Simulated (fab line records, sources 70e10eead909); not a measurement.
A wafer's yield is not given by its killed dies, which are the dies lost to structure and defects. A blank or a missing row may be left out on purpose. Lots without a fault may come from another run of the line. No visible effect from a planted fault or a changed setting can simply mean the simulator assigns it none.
fab line records	flow nand-harc
record: lots: 24	wafers: 72	last-day: 33
route steps=1302 shown A_SLIT@946 A_WL_FILL@953 A_CONTACT@1001
lots untouched by any fault: they come from a run of this same line in which no faults occurred
start-h: hours from the record's first day to the start of the lot's first wafer shown	wait-h: how many hours have passed since the lot's step before this one	" repeats the value in the row above	L1.1+2: one row covering several wafers at once	- either no value or no given start	* or withheld: withheld	< > ~ a bound
route shown NAME@n: names a module that has steps shown in the file, with the first one's number in the route	usual: mean and standard deviation over wafers with no fault	same: alike in all rows	chamber/n: place in a boat	sites: readings site by site	_std_site: the values' standard deviation	_edge_site: the outer-site mean with the inner-site mean subtracted	radius-mm: how far each site lies from the wafer's centre	mask NAME#n: copy n	behind: the tool/chamber that last shaped the wafer	hold: what put the lot on hold/how long, in hours/how the hold closed	device: the transistor (n, p or np) that didn't switch	end of line: the tests these same wafers got at the end of their route	a step without rows: its recipe alone	killed: the dies lost at the first sort to structure and to defects; this is not the yield of the wafer	map: shows each die of a wafer: x if killed, . if not, _ if none is there
set.NAME: the setting as run; set.NAME@STEP: as run at that earlier step	model.NAME: the simulator's own value behind a step, which no gauge read
route steps across a sampled set of lots; one table per step, one row per wafer
services: the hour from which a tool's chamber was out of use, counted from the record's first day as start-h (under 0 if before that day), plus the number of hours and why
== steps ==
step: NHARC_A_SLIT_CD_MEAS_21
usual: cd-nm: 289.6/0.87
lot.wafer	tool	chamber	start-h	wait-h	cd-nm
L074.2	cd-sem-03	-	455.85	-	289.1
L074.5	"	-	"	"	288.4
L074.6	"	-	"	"	287.0
L076.1	cd-sem-02	-	476.04	-	290.1
L076.2	"	-	"	"	290.1
L076.6	"	-	"	"	290.1
L077.1	cd-sem-03	-	476.17	0.1	290.4
L077.2	"	-	"	"	289.7
L077.5	"	-	"	"	289.1
L078.2	cd-sem-02	-	489.61	-	290.1
L078.3	"	-	"	"	289.6
L078.6	"	-	"	"	290.4
L079.3	cd-sem-03	-	503.52	-	290.7
L079.4	"	-	"	"	290.8
L079.5	"	-	"	"	288.8
L075.1	cd-sem-02	-	529.72	-	289.1
L075.2	"	-	"	"	290.5
L075.3	"	-	"	"	290.2
L081.2	cd-sem-01	-	529.85	-	288.1
L081.3	"	-	"	"	289.1
L081.5	"	-	"	"	289.3
L082.1	cd-sem-03	-	539.36	-	289.4
L082.2	"	-	"	"	290.2
L082.4	"	-	"	"	290.6
L080.1	cd-sem-01	-	539.51	-	289.5
L080.3	"	-	"	"	289.7
L080.5	"	-	"	"	289.3
L083.1	cd-sem-03	-	549.02	-	290.0
L083.2	"	-	"	"	290.2
L083.6	"	-	"	"	290.0
L084.1	cd-sem-01	-	551.81	-	288.8
L084.2	"	-	"	"	289.9
L084.6	"	-	"	"	290.0
L085.1	cd-sem-03	-	572.98	-	289.1
L085.3	"	-	"	"	290.0
L085.6	"	-	"	"	288.7
L086.1	cd-sem-01	-	580.05	-	289.9
L086.3	"	-	"	"	289.2
L086.5	"	-	"	"	289.1
L087.1	cd-sem-03	-	595.36	-	289.7
L087.4	"	-	"	"	289.9
L087.6	"	-	"	"	289.5
L089.1	cd-sem-01	-	602.72	-	288.4
L089.4	"	-	"	"	289.0
L089.5	"	-	"	"	288.4
L090.1	cd-sem-03	-	605.12	-	291.5
L090.3	"	-	"	"	289.4
L090.6	"	-	"	"	291.3
L088.1	cd-sem-01	-	606.56	-	290.2
L088.5	"	-	"	"	289.1
L088.6	"	-	"	"	288.7
L092.2	cd-sem-01	-	615.23	-	289.7
L092.3	"	-	"	"	288.9
L092.4	"	-	"	"	289.1
L091.2	cd-sem-03	-	615.64	-	289.9
L091.4	"	-	"	"	289.1
L091.6	"	-	"	"	289.6
L093.3	cd-sem-01	-	639.91	-	290.8
L093.5	"	-	"	"	290.5
L093.6	"	-	"	"	290.6
L095.1	cd-sem-01	-	670.71	-	289.5
L095.5	"	-	"	"	290.4
L095.6	"	-	"	"	289.8
L094.1	cd-sem-02	-	672.58	0.1	290.7
L094.4	"	-	"	"	290.1
L094.5	"	-	"	"	290.6
L096.1	cd-sem-03	-	674.63	0.1	287.9
L096.3	"	-	"	"	288.3
L096.5	"	-	"	"	288.6
L097.1	cd-sem-01	-	685.29	-	290.2
L097.3	"	-	"	"	289.7
L097.6	"	-	"	"	290.3
step: NHARC_A_WL_FILL_RTA_01
recipe: temp-c: 1000	time-s: 5
usual: lamp-power-pct: 27.4/0.63	lamp_zone_2_pct: 27.4/0.63	wafer_temp_C_max: 1003.8/0.92
lot.wafer	tool	chamber	start-h	wait-h	lamp-power-pct	lamp_zone_2_pct	wafer_temp_C_max
L074.2	rtp-anneal-01	0	462.82	-	28.0	28.0	1004.0
L074.5	"	0	"	"	28.0	28.0	1004.2
L074.6	"	0	"	"	28.0	28.0	1004.0
L076.1	rtp-anneal-02	0	483.09	-	26.7	26.8	1002.5
L076.2	"	0	"	"	26.7	26.7	1001.7
L076.6	"	0	"	"	26.7	26.8	1002.8
L077.1	rtp-anneal-02	0	483.26	-	26.8	26.7	1003.2
L077.2	"	0	"	"	26.7	26.7	1002.5
L077.5	"	0	"	"	26.8	26.7	1002.5
L078.2	rtp-anneal-01	0	496.56	-	28.0	27.9	1003.3
L078.3	"	0	"	"	28.0	28.0	1004.1
L078.6	"	0	"	"	28.0	28.0	1003.1
L079.3	rtp-anneal-02	0	510.50	-	26.7	26.7	1003.2
L079.4	"	0	"	"	26.8	26.8	1003.8
L079.5	"	0	"	"	26.8	26.8	1005.5
L075.1	rtp-anneal-02	0	536.74	-	26.8	26.7	1003.5
L075.2	"	0	"	"	26.8	26.7	1003.5
L075.3	"	0	"	"	26.7	26.8	1004.5
L081.2	rtp-anneal-02	0	536.94	-	26.7	26.8	1003.4
L081.3	"	0	"	"	26.7	26.7	1003.3
L081.5	"	0	"	"	26.7	26.8	1005.2
L082.1	rtp-anneal-01	0	546.46	-	28.0	28.0	1005.1
L082.2	"	0	"	"	28.0	28.0	1003.9
L082.4	"	0	"	"	28.0	28.0	1005.2
L080.1	rtp-anneal-02	0	546.67	-	26.8	26.8	1003.3
L080.3	"	0	"	"	26.8	26.8	1003.0
L080.5	"	0	"	"	26.8	26.7	1003.2
L083.1	rtp-anneal-02	0	556.13	-	26.7	26.7	1005.6
L083.2	"	0	"	"	26.7	26.7	1003.5
L083.6	"	0	"	"	26.7	26.7	1003.5
L084.1	rtp-anneal-02	0	558.79	-	26.7	26.7	1003.3
L084.2	"	0	"	"	26.8	26.8	1001.9
L084.6	"	0	"	"	26.8	26.8	1002.8
L085.1	rtp-anneal-02	0	579.94	-	26.8	26.7	1002.8
L085.3	"	0	"	"	26.8	26.7	1002.7
L085.6	"	0	"	"	26.8	26.7	1002.8
L086.1	rtp-anneal-01	0	587.05	-	28.0	28.0	1004.4
L086.3	"	0	"	"	28.0	28.0	1004.6
L086.5	"	0	"	"	28.0	28.0	1004.6
L087.1	rtp-anneal-02	0	602.29	-	26.7	26.7	1002.6
L087.4	"	0	"	"	26.7	26.8	1004.1
L087.6	"	0	"	"	26.8	26.8	1002.7
L089.1	rtp-anneal-01	0	609.66	-	28.0	28.0	1005.6
L089.4	"	0	"	"	28.0	28.0	1005.1
L089.5	"	0	"	"	28.0	28.0	1004.0
L090.1	rtp-anneal-01	0	614.98	-	28.0	28.0	1004.1
L090.3	"	0	"	"	28.0	28.0	1004.7
L090.6	"	0	"	"	28.0	28.0	1004.2
L088.1	rtp-anneal-02	0	615.02	-	26.8	26.8	1004.7
L088.5	"	0	"	"	26.8	26.7	1002.1
L088.6	"	0	"	"	26.7	26.7	1003.3
L092.2	rtp-anneal-01	0	623.00	-	28.0	28.1	1004.1
L092.3	"	0	"	"	28.0	28.1	1005.0
L092.4	"	0	"	"	28.0	28.1	1005.2
L091.2	rtp-anneal-01	0	623.19	-	28.0	28.0	1003.9
L091.4	"	0	"	"	28.0	28.1	1003.8
L091.6	"	0	"	"	28.0	28.0	1005.0
L093.3	rtp-anneal-01	0	647.08	-	28.0	28.0	1004.1
L093.5	"	0	"	"	28.0	28.0	1002.8
L093.6	"	0	"	"	28.0	28.0	1005.3
L095.1	rtp-anneal-02	0	677.64	-	26.7	26.7	1004.2
L095.5	"	0	"	"	26.7	26.7	1003.6
L095.6	"	0	"	"	26.8	26.7	1003.3
L094.1	rtp-anneal-01	0	679.57	-	28.0	28.0	1003.8
L094.4	"	0	"	"	28.0	28.0	1003.6
L094.5	"	0	"	"	28.0	28.0	1004.8
L096.1	rtp-anneal-01	0	682.30	-	28.0	28.0	1004.0
L096.3	"	0	"	"	28.0	28.0	1003.8
L096.5	"	0	"	"	28.0	28.0	1003.9
L097.1	rtp-anneal-01	0	692.19	-	28.0	28.1	1005.1
L097.3	"	0	"	"	28.0	28.0	1004.0
L097.6	"	0	"	"	28.0	28.0	1004.7
step: NHARC_A_WL_FILL_ALD_10
recipe: target-thk-a: 500	pulse-time-s: 10	ald-cycles: 500	temp-c: 300	material: SiO2
usual: heater-power-w: 450/37	precursor-pulse-height-rel: 1.000/0.02
same: ald-cycles: 500
lot.wafer	tool	chamber	start-h	wait-h	heater-power-w	precursor-pulse-height-rel
L074.2	ald-hk-03	3	470.12	0.6	436	1.003
L074.5	"	2	471.66	2.1	477	0.983
L074.6	"	3	"	"	438	1.003
L076.1	ald-hk-04	3	489.40	0.1	411	0.993
L076.2	"	2	490.94	1.6	445	1.033
L076.6	"	0	491.97	2.6	488	1.017
L077.1	ald-hk-04	2	492.48	3.1	452	0.975
L077.2	"	3	"	"	410	0.999
L077.5	"	3	495.03	5.7	403	1.021
L078.3	ald-hk-03	3	504.38	1.1	436	0.987
L078.2	"	0	"	"	478	0.998
L078.6	"	2	505.93	2.6	477	1.000
L079.4	ald-hk-03	3	517.44	0.6	448	1.005
L079.3	"	0	"	"	480	1.005
L079.5	"	3	519.48	2.6	442	0.992
L081.2	ald-hk-03	1	543.57	0.1	492	0.983
L081.3	"	3	544.59	1.1	437	0.994
L081.5	"	2	546.12	2.6	483	1.010
L075.3	ald-hk-04	2	543.58	0.1	438	1.005
L075.2	"	3	"	"	419	1.023
L075.1	"	0	"	"	488	0.966
L082.1	ald-hk-01	0	554.11	0.4	452	0.970
L082.4	"	1	"	"	376	0.999
L082.2	"	3	555.68	2.0	445	0.999
L080.1	ald-hk-03	3	554.24	0.6	450	1.018
L080.3	"	1	555.27	1.6	505	0.985
L080.5	"	3	556.30	2.6	455	0.998
L083.1	ald-hk-03	3	566.00	0.1	449	1.010
L083.2	"	2	567.54	1.6	481	1.018
L083.6	"	3	"	"	435	0.994
L084.1	ald-hk-01	1	566.01	0.1	363	1.063
L084.2	"	3	567.03	1.1	431	0.994
L084.6	"	2	568.57	2.6	406	1.018
L085.1	ald-hk-01	1	586.30	0.1	362	0.972
L085.3	"	3	587.33	1.1	451	1.009
L085.6	"	1	588.35	2.1	368	0.994
L086.3	ald-hk-04	3	596.19	2.5	418	0.999
L086.1	"	2	597.73	4.1	442	0.997
L086.5	"	0	598.76	5.1	479	0.990
L087.1	ald-hk-01	0	610.38	0.4	439	0.963
L087.4	"	1	"	"	365	1.025
L087.6	"	0	612.45	2.5	445	1.000
L089.4	ald-hk-03	0	619.57	0.0	457	1.013
L089.1	"	1	"	"	493	1.010
L089.5	"	1	622.11	2.6	506	1.005
L090.3	ald-hk-01	3	619.57	0.1	442	0.998
L090.1	"	1	620.62	1.1	367	0.974
L090.6	"	0	622.18	2.7	465	1.010
L088.1	ald-hk-03	1	623.63	4.1	508	1.007
L088.6	"	3	624.65	5.1	449	0.969
L088.5	"	0	"	"	469	0.993
L091.4	ald-hk-01	3	632.30	0.1	453	0.993
L091.2	"	1	633.32	1.1	360	1.002
L091.6	"	0	634.86	2.6	448	0.986
L092.2	ald-hk-03	2	632.81	0.6	462	1.031
L092.3	"	3	"	"	446	0.995
L092.4	"	0	"	"	481	1.010
L093.3	ald-hk-03	1	656.94	1.1	487	1.033
L093.5	"	3	657.98	2.1	457	0.969
L093.6	"	0	"	"	479	1.014
L096.3	ald-hk-01	3	687.61	0.1	424	1.000
L096.1	"	0	"	"	451	1.014
L096.5	"	0	690.20	2.6	455	0.975
L095.1	ald-hk-04	2	687.90	0.3	460	0.969
L095.5	"	2	689.99	2.4	447	1.009
L095.6	"	3	"	"	387	0.983
L094.1	ald-hk-03	0	688.27	0.7	485	1.042
L094.4	"	3	689.82	2.3	466	0.987
L094.5	"	0	"	"	489	0.991
L097.3	ald-hk-03	0	699.56	1.1	476	0.991
L097.1	"	1	"	"	516	1.003
L097.6	"	2	"	"	464	1.004
step: NHARC_A_WL_FILL_ALD_19
recipe: target-thk-a: 20	pulse-time-s: 3	ald-cycles: 100	temp-c: 450	material: TiN
usual: heater-power-w: 1110/110	precursor-pulse-height-rel: 1.000/0.021
same: ald-cycles: 100
lot.wafer	tool	chamber	start-h	wait-h	heater-power-w	precursor-pulse-height-rel
L074.2	ald-metal-03	0	479.94	0.1	1069	0.995
L074.5	"	2	"	"	1155	0.999
L074.6	"	3	"	"	1096	1.012
L076.2	ald-metal-02	1	499.68	0.1	1261	0.986
L076.1	"	0	"	"	1028	1.019
L076.6	"	1	"	"	1279	0.965
L077.2	ald-metal-03	2	502.69	0.1	1164	0.984
L077.1	"	0	"	"	1069	0.989
L077.5	"	2	"	"	1162	0.990
L078.2	ald-metal-02	3	513.60	0.1	1122	0.986
L078.3	"	0	"	"	1033	1.002
L078.6	"	3	"	"	1098	0.981
L079.3	ald-metal-03	2	527.33	0.1	1155	0.983
L079.4	"	0	"	"	1063	1.012
L079.5	"	3	"	"	1102	1.000
L075.2	ald-metal-03	3	553.77	0.1	1110	0.981
L075.3	"	1	"	"	880	1.019
L075.1	"	2	"	"	1188	0.988
L081.2	ald-metal-04	3	553.79	0.1	1162	1.000
L081.3	"	0	"	"	977	0.980
L081.5	"	3	"	"	1182	1.015
L080.3	ald-metal-02	3	564.05	0.1	1156	1.051
L080.1	"	1	"	"	1310	1.005
L080.5	"	0	"	"	1064	1.039
L082.1	ald-metal-04	0	564.08	0.1	999	1.011
L082.4	"	1	"	"	1283	1.014
L082.2	"	2	"	"	1233	0.991
L084.1	ald-metal-04	3	576.49	0.1	1173	1.017
L084.2	"	1	"	"	1324	1.012
L084.6	"	0	"	"	1015	0.964
L083.1	ald-metal-02	2	576.51	0.1	1004	0.984
L083.2	"	0	"	"	1060	1.010
L083.6	"	1	"	"	1280	0.976
L085.1	ald-metal-04	1	596.53	0.1	1291	1.001
L085.3	"	0	"	"	1003	1.003
L085.6	"	1	"	"	1315	1.019
L086.3	ald-metal-02	2	606.52	0.1	985	0.983
L086.1	"	3	"	"	1125	0.967
L086.5	"	2	"	"	977	0.958
L087.1	ald-metal-02	2	620.73	0.1	989	0.996
L087.4	"	3	"	"	1104	1.019
L087.6	"	2	"	"	1001	0.986
L090.3	ald-metal-02	1	629.89	0.1	1149	1.025
L090.1	"	0	"	"	1042	1.021
L090.6	"	1	"	"	1128	0.973
L089.1	ald-metal-03	2	629.89	0.1	1202	1.038
L089.4	"	1	"	"	948	0.974
L089.5	"	3	"	"	984	1.016
L088.1	ald-metal-04	2	632.92	0.1	1219	0.980
L088.5	"	1	"	"	1319	1.013
L088.6	"	2	"	"	1189	0.983
L091.4	ald-metal-04	1	642.62	0.1	1267	1.007
L091.2	"	0	"	"	1000	0.999
L091.6	"	1	"	"	1305	0.990
L092.2	ald-metal-03	3	642.62	0.1	991	0.997
L092.4	"	0	"	"	1058	0.985
L092.3	"	2	"	"	1207	1.014
L093.3	ald-metal-04	2	666.29	0.1	1235	1.026
L093.5	"	0	"	"	991	1.025
L093.6	"	2	"	"	1191	1.007
L094.4	ald-metal-03	3	697.81	0.1	1004	1.024
L094.1	"	0	"	"	1057	1.010
L094.5	"	0	"	"	1065	0.993
L096.1	ald-metal-02	0	697.83	0.1	992	1.021
L096.3	"	1	"	"	1167	1.037
L096.5	"	0	"	"	1052	1.031
L095.1	ald-metal-04	3	697.85	0.1	1107	0.979
L095.6	"	1	"	"	1283	0.999
L095.5	"	2	"	"	1213	0.991
L097.3	ald-metal-03	2	708.85	0.1	1191	1.000
L097.1	"	0	"	"	1093	1.003
L097.6	"	1	"	"	919	1.014
step: NHARC_A_WL_FILL_CMP_12
recipe: t-overpolish-s: 30	target-thk-nm: 100
usual: motor-current-A: 12.0/1.7	overpolish-run-s: 29.999/0.0097	time-to-endpoint-s: 20.5/2.4
lot.wafer	tool	chamber	start-h	wait-h	motor-current-A	overpolish-run-s	time-to-endpoint-s
L074.2	cmp-04	0	480.31	0.2	13.8	29.998	24.5
L074.5	"	3	"	"	11.0	29.994	20.7
L074.6	"	0	"	"	15.1	30.009	23.4
L076.1	cmp-04	0	500.06	0.1	14.5	29.996	17.9
L076.2	"	2	"	"	9.6	29.991	16.4
L076.6	"	1	"	"	11.4	29.993	17.0
L077.2	cmp-02	0	503.12	0.2	11.3	29.983	20.9
L077.1	"	2	"	"	12.4	30.000	22.0
L077.5	"	3	"	"	11.1	30.010	17.5
L078.3	cmp-01	2	513.98	0.1	10.9	29.991	21.7
L078.2	"	1	"	"	10.6	29.991	17.2
L078.6	"	2	"	"	11.0	29.988	22.1
L079.3	cmp-01	2	527.85	0.2	10.8	30.010	23.8
L079.4	"	3	"	"	11.9	29.975	19.8
L079.5	"	2	"	"	10.7	29.992	23.3
L081.3	cmp-04	2	554.20	0.1	10.9	29.996	18.6
L081.2	"	3	"	"	10.7	29.994	16.9
L081.5	"	0	"	"	14.1	29.999	21.3
L075.3	cmp-01	2	554.28	0.1	10.2	29.993	20.8
L075.2	"	3	"	"	11.9	30.026	19.1
L075.1	"	1	"	"	10.6	30.015	18.4
L080.1	cmp-02	2	564.46	0.2	13.5	29.998	22.1
L080.3	"	3	"	"	10.9	30.000	17.3
L080.5	"	1	"	"	13.1	29.994	18.0
L082.2	cmp-01	2	564.48	0.2	10.7	30.012	24.8
L082.4	"	3	"	"	11.8	29.996	20.0
L082.1	"	0	"	"	16.7	30.001	23.1
L083.2	cmp-02	0	576.87	0.1	10.5	30.004	21.3
L083.1	"	2	"	"	12.8	29.987	22.4
L083.6	"	1	"	"	13.4	29.992	20.9
L084.1	cmp-01	3	576.92	0.2	12.0	30.000	23.2
L084.2	"	0	"	"	15.9	30.004	24.6
L084.6	"	2	"	"	10.7	29.997	25.9
L085.3	cmp-01	0	597.00	0.2	14.9	30.011	23.9
L085.1	"	1	"	"	11.1	29.991	22.5
L085.6	"	3	"	"	12.0	29.996	22.7
L086.1	cmp-02	0	606.88	0.2	10.9	30.011	21.0
L086.3	"	2	"	"	12.6	30.005	23.2
L086.5	"	0	"	"	11.5	29.997	23.0
L087.4	cmp-01	1	621.14	0.1	11.4	29.998	18.1
L087.1	"	3	"	"	12.1	30.017	21.1
L087.6	"	1	"	"	11.0	29.992	20.8
L089.4	cmp-04	2	630.27	0.1	10.5	29.984	19.2
L089.1	"	0	"	"	13.8	29.997	21.8
L089.5	"	2	"	"	10.3	30.002	19.0
L090.1	cmp-01	3	630.45	0.2	12.6	29.986	19.2
L090.3	"	0	"	"	16.4	30.002	22.4
L090.6	"	1	"	"	11.0	30.020	20.7
L088.1	cmp-02	1	633.30	0.2	13.2	30.004	20.8
L088.6	"	0	"	"	10.9	30.003	20.0
L088.5	"	1	"	"	12.9	29.982	22.1
L092.4	cmp-04	3	643.00	0.1	10.9	29.977	18.7
L092.2	"	0	"	"	14.6	29.989	23.5
L092.3	"	1	"	"	11.2	30.004	20.9
L091.4	cmp-02	1	643.16	0.1	13.1	29.994	20.6
L091.2	"	3	"	"	10.5	30.008	16.2
L091.6	"	0	"	"	10.8	29.995	20.1
L093.3	cmp-02	2	666.71	0.1	12.8	30.014	18.3
L093.5	"	1	"	"	13.2	30.006	17.7
L093.6	"	2	"	"	11.8	30.017	19.0
L096.3	cmp-01	0	698.22	0.1	16.0	29.997	18.3
L096.1	"	2	"	"	10.9	30.003	21.6
L096.5	"	0	"	"	17.1	29.993	19.4
L095.1	cmp-02	2	698.27	0.2	13.6	29.994	24.3
L095.5	"	3	"	"	10.8	30.008	18.6
L095.6	"	0	"	"	11.5	30.017	24.1
L094.4	cmp-04	2	698.35	0.1	10.5	30.005	19.8
L094.1	"	0	"	"	14.4	30.005	21.3
L094.5	"	1	"	"	11.7	29.994	18.3
L097.3	cmp-02	2	709.27	0.1	13.2	30.000	22.4
L097.1	"	3	"	"	9.8	29.999	16.0
L097.6	"	3	"	"	11.0	29.996	16.2
step: NHARC_A_CONTACT_ETCH_48
recipe: target-depth-a: 390	over-etch-frac: 0.3	time-s: 65	ion-energy-ev: 80	cf4-flow-sccm: 150	ar-flow-sccm: 0	rf-w: 300	bias-w: 100	chemistry: CF4
usual: drypump-motor-current-A: 5.5/0.46	oes-product-au: 1.000/0.0093	rf-vpp-V: 150.8/1.2	showerhead-plenum-p-Torr: 1.74/0.074	throttle-valve-pct: 13.284/0.0096
lot.wafer	tool	chamber	start-h	wait-h	drypump-motor-current-A	oes-product-au	rf-hours-counter-h	rf-vpp-V	showerhead-plenum-p-Torr	throttle-valve-pct
L074.2	rie-diel-12	2	488.55	0.1	5.4	0.989	10	149.9	1.67	13.271
L074.6	"	0	"	"	6.3	1.001	-	153.2	1.80	13.290
L074.5	"	1	"	"	6.6	1.007	-	150.0	1.67	13.277
L076.1	rie-diel-13	3	507.00	0.1	5.6	0.996	25	152.3	1.73	13.274
L076.2	"	1	"	"	5.7	1.001	28	151.6	1.82	13.280
L076.6	"	0	"	"	5.2	0.994	-	150.6	1.77	13.278
L077.1	rie-diel-06	2	509.43	0.1	4.9	1.002	7	151.6	1.73	13.286
L077.2	"	3	"	"	5.4	0.990	5	150.4	1.65	13.294
L077.5	"	1	"	"	5.2	0.991	-	151.7	1.88	13.283
L078.2	rie-diel-06	0	520.68	0.1	5.4	0.999	11	149.4	1.68	13.274
L078.3	"	2	"	"	4.9	0.997	13	152.0	1.73	13.285
L078.6	"	0	"	"	5.4	0.996	-	150.2	1.68	13.275
L079.3	rie-diel-06	2	536.67	0.1	4.9	1.002	19	151.0	1.73	13.293
L079.4	"	3	"	"	5.4	0.990	18	147.8	1.65	13.281
L079.5	"	1	"	"	5.2	0.994	-	152.2	1.87	13.306
L081.2	rie-diel-12	2	560.66	0.1	5.4	0.985	37	148.5	1.67	13.298
L081.3	"	0	"	"	6.3	1.007	40	150.8	1.79	13.280
L081.5	"	2	"	"	5.5	0.995	-	150.7	1.67	13.291
L075.2	rie-diel-13	0	562.14	0.1	5.2	0.993	5	151.7	1.77	13.265
L075.1	"	1	"	"	5.7	0.984	4	153.3	1.82	13.287
L075.3	"	3	"	"	5.5	0.999	4	150.3	1.72	13.279
L080.3	rie-diel-13	3	570.73	0.1	5.5	1.001	5	150.3	1.72	13.303
L080.1	"	1	"	"	5.6	0.999	6	151.4	1.82	13.284
L080.5	"	0	"	"	5.2	1.000	-	152.5	1.77	13.283
L082.4	rie-diel-13	3	572.64	0.1	5.6	0.995	7	150.9	1.72	13.284
L082.2	"	1	"	"	5.7	0.987	6	150.6	1.82	13.294
L082.1	"	2	"	"	4.9	0.983	6	149.5	1.66	13.291
L083.1	rie-diel-13	0	583.31	0.1	5.2	0.986	10	152.1	1.77	13.298
L083.2	"	1	"	"	5.7	0.987	9	151.4	1.82	13.280
L083.6	"	2	"	"	4.9	0.999	-	149.4	1.66	13.274
L084.2	rie-diel-06	3	583.45	0.1	5.4	1.001	30	150.0	1.65	13.289
L084.1	"	0	"	"	5.4	1.006	33	148.4	1.67	13.274
L084.6	"	3	"	"	5.4	0.996	-	149.4	1.64	13.290
L085.1	rie-diel-06	3	605.67	0.1	5.4	0.992	38	148.9	1.64	13.270
L085.3	"	1	"	"	5.2	0.998	40	152.0	1.87	13.269
L085.6	"	2	"	"	4.9	0.998	-	150.8	1.72	13.285
L086.1	rie-diel-13	1	613.71	0.1	5.6	0.993	15	151.9	1.82	13.286
L086.3	"	0	"	"	5.1	0.994	15	152.3	1.77	13.283
L086.5	"	1	"	"	5.7	0.986	-	152.7	1.82	13.278
L087.1	rie-diel-13	0	628.23	0.1	5.2	0.993	18	151.0	1.77	13.282
L087.4	"	1	"	"	5.6	0.995	18	152.0	1.81	13.288
L087.6	"	3	"	"	5.6	0.994	-	150.2	1.72	13.287
L089.1	rie-diel-12	0	636.90	0.1	6.2	1.014	1	151.0	1.78	13.303
L089.4	"	1	"	"	6.6	1.005	2	149.4	1.66	13.286
L089.5	"	1	"	"	6.6	1.005	-	149.9	1.66	13.281
L090.3	rie-diel-13	2	637.79	0.1	4.9	1.005	19	150.3	1.66	13.276
L090.1	"	0	"	"	5.1	1.003	19	150.8	1.77	13.257
L090.6	"	2	"	"	4.9	0.991	-	149.1	1.66	13.269
L088.1	rie-diel-06	1	643.14	0.1	5.2	1.000	52	150.8	1.86	13.274
L088.6	"	3	"	"	5.4	0.998	-	149.2	1.64	13.289
L088.5	"	0	"	"	5.4	0.997	-	151.8	1.67	13.293
L092.3	rie-diel-13	1	649.26	0.1	5.7	0.990	22	152.7	1.81	13.296
L092.2	"	2	"	"	4.9	0.989	22	150.8	1.66	13.294
L092.4	"	3	"	"	5.6	1.006	23	150.1	1.72	13.283
L091.2	rie-diel-13	3	652.17	0.1	5.6	1.009	24	150.7	1.72	13.285
L091.4	"	0	"	"	5.2	0.998	24	151.0	1.77	13.271
L091.6	"	3	"	"	5.5	1.005	-	150.0	1.72	13.279
L093.3	rie-diel-12	3	675.26	0.1	5.9	1.016	11	152.5	1.89	13.296
L093.6	"	0	"	"	6.3	1.017	-	152.3	1.78	13.273
L093.5	"	1	"	"	6.6	1.007	-	148.3	1.65	13.267
L095.1	rie-diel-06	3	705.09	0.1	5.4	0.974	12	153.2	1.90	13.276
L095.5	"	0	"	"	5.4	1.002	-	151.7	1.66	13.276
L095.6	"	1	"	"	5.2	0.991	-	152.2	1.86	13.278
L096.1	rie-diel-13	0	706.94	0.1	5.2	0.996	0	152.7	1.76	13.284
L096.3	"	1	"	"	5.7	1.011	0	151.1	1.81	13.297
L096.5	"	1	"	"	5.7	1.008	-	150.7	1.81	13.277
L094.1	rie-diel-13	2	709.72	0.1	4.9	1.006	1	149.9	1.66	13.276
L094.4	"	1	"	"	5.7	1.015	1	152.2	1.81	13.293
L094.5	"	3	"	"	5.5	0.988	-	151.6	1.72	13.288
L097.1	rie-diel-12	0	715.73	0.1	6.3	1.030	30	150.2	1.77	13.275
L097.3	"	1	"	"	6.6	1.021	31	149.6	1.65	13.279
L097.6	"	2	"	"	5.4	1.006	-	149.8	1.65	13.275
== services ==
tool	chamber	start-h	hours	kind
ald-metal-04	-	474.00	10.0	pm
cmp-01	-	478.86	1.2	repair
cmp-01	-	481.68	4.0	pm
cmp-02	-	485.01	1.7	repair
ald-metal-02	0	485.07	6.4	repair
ald-metal-04	-	486.27	1.7	repair
cmp-02	-	488.49	1.7	repair
rie-diel-13	-	519.00	9.0	pm
ald-metal-03	1	521.24	3.6	repair
cmp-02	-	530.84	4.0	pm
cmp-02	-	548.87	1.7	repair
ald-metal-03	-	568.00	10.0	pm
cmp-01	-	579.68	4.0	pm
ald-metal-04	3	581.82	17.8	repair
cmp-01	-	599.08	2.1	repair
cmp-02	-	612.90	0.4	repair
cmp-02	-	628.84	4.0	pm
cmp-02	-	645.24	0.9	repair
cmp-02	-	649.65	1.9	repair
ald-metal-04	-	652.00	10.0	pm
cmp-01	-	677.68	4.0	pm
cmp-01	-	684.74	3.0	repair
rie-diel-13	-	696.00	9.0	pm
cmp-02	-	707.55	0.8	repair
== key ==
fault none
